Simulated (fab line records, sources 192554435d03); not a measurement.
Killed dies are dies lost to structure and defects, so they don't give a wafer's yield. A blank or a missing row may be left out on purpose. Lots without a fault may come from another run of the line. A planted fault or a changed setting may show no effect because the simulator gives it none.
A struck lot beside a sound one | flow n5_finfet | 15 steps out of a route of 1938
Sound: wafers L215.3, L215.5, L215.6. Struck: wafer L222.5. (L222.3, L222.6 of the same lot were not struck and are left out.) The cause comes at the end.
At each step with rows: each side's tool, then ch and its chambers, then its first start. Under that, the readings that differ: sound wafers | struck wafers | difference of the means | sigmas: that difference in standard deviations of wafers without a fault.
alike: readings whose means differ by less than 2 such deviations, and words and numbers that are the same on both sides. not compared: withheld readings, readings that some wafer has no value for, bounds like >300 that may hide the same value, and numbers for which the record gives no deviation and whose values overlap.
The two part at a step that has a row with sigmas, a row that says differs or no value, or rows on one side only. Numbers that don't overlap but have no deviation are shown without sigmas and don't part them. A reading that every wafer of one side lacks parts them only if that side has two wafers or more.

first, 7 steps without rows for these wafers: N5_BEOL_M12_COAT_22 (resist thk 300 nm); N5_BEOL_M12_EBR_24; N5_BEOL_M12_SOFTBAKE_23 (time 60 s); N5_BEOL_M12_EXPOSE_25 (exposes mask M12); N5_BEOL_M12_PEB_26 (peb time 90 s); N5_BEOL_M12_DEVELOP_27 (develop time 45 s); N5_BEOL_M12_HARDBAKE_32 (time 120 s).
N5_BEOL_M12_CD_MEAS_28: target cd 160.2 nm.
  sound on cd_sem-03 ch 0, day 14 04:33; struck on cd_sem-02 ch 0, day 15 14:25
  alike: cd_nm
N5_BEOL_M12_OVL_MEAS_29:
  sound on overlay-01 ch 0, day 14 04:34; struck on overlay-01 ch 0, day 15 14:27
  alike: M12_OVL
N5_BEOL_M12_INSPECT_30: inspects for defects (macro).
  sound on defect_inspect-02, day 14 04:36; struck on defect_inspect-01, day 15 14:28
  alike: raw_defect_count
N5_BEOL_M12_DESCUM_33: chemistry O2, time 7.9 s.
  sound on rie_diel-03 ch 2,3, day 14 04:41; struck on rie_diel-04 ch 3, day 15 14:43
  reading                     | sound       | struck | difference | sigmas
  drypump_motor_current_A (A) | 4.8 4.8 5.2 | 6.0    | +1.1       | +2
  alike: oes_product_au, rf_vpp_V, showerhead_plenum_p_Torr, throttle_valve_pct
  not compared: rf_hours_counter_h
N5_BEOL_M12_ETCH_67: etches SiARC in CF4, target depth 143 nm, time 238.3 s.
  sound on rie_diel-03 ch 2,3, day 14 04:43; struck on rie_diel-04 ch 3, day 15 14:44
  reading                     | sound       | struck | difference | sigmas
  drypump_motor_current_A (A) | 4.8 4.8 5.2 | 6.0    | +1.1       | +2
  alike: etch_rf_on_time_s, oes_product_au, rf_vpp_V, showerhead_plenum_p_Torr, throttle_valve_pct
  not compared: rf_hours_counter_h
N5_BEOL_M12_ETCH_68: etches SOC in N2/H2, time 285 s.
  sound on rie_diel-03 ch 2,3, day 14 04:52; struck on rie_diel-04 ch 3, day 15 14:53
  reading                                     | sound          | struck | difference | sigmas
  drypump_motor_current_A (A)                 | 4.8 4.9 5.2    | 6.0    | +1.0       | +2
  oes_product_au (a.u.)                       | 0.86 0.86 0.69 | 1.05   | +0.25      | +3
  model.SiARC_of_BEOL_M12_COAT_66.thk_nm (nm) | 84.8 84.4 85   | 75.6   | -9.1       |
  alike: rf_vpp_V, showerhead_plenum_p_Torr, throttle_valve_pct
  not compared: rf_hours_counter_h
then, 2 steps without rows for these wafers: N5_BEOL_M12_STRIP_69 (strips in N2/H2); N5_PASSIVATION_PROBE_49.

WHERE THEY PART
First at N5_BEOL_M12_DESCUM_33; last, within this record, at N5_BEOL_M12_ETCH_68.

WHY: what the simulator had put in
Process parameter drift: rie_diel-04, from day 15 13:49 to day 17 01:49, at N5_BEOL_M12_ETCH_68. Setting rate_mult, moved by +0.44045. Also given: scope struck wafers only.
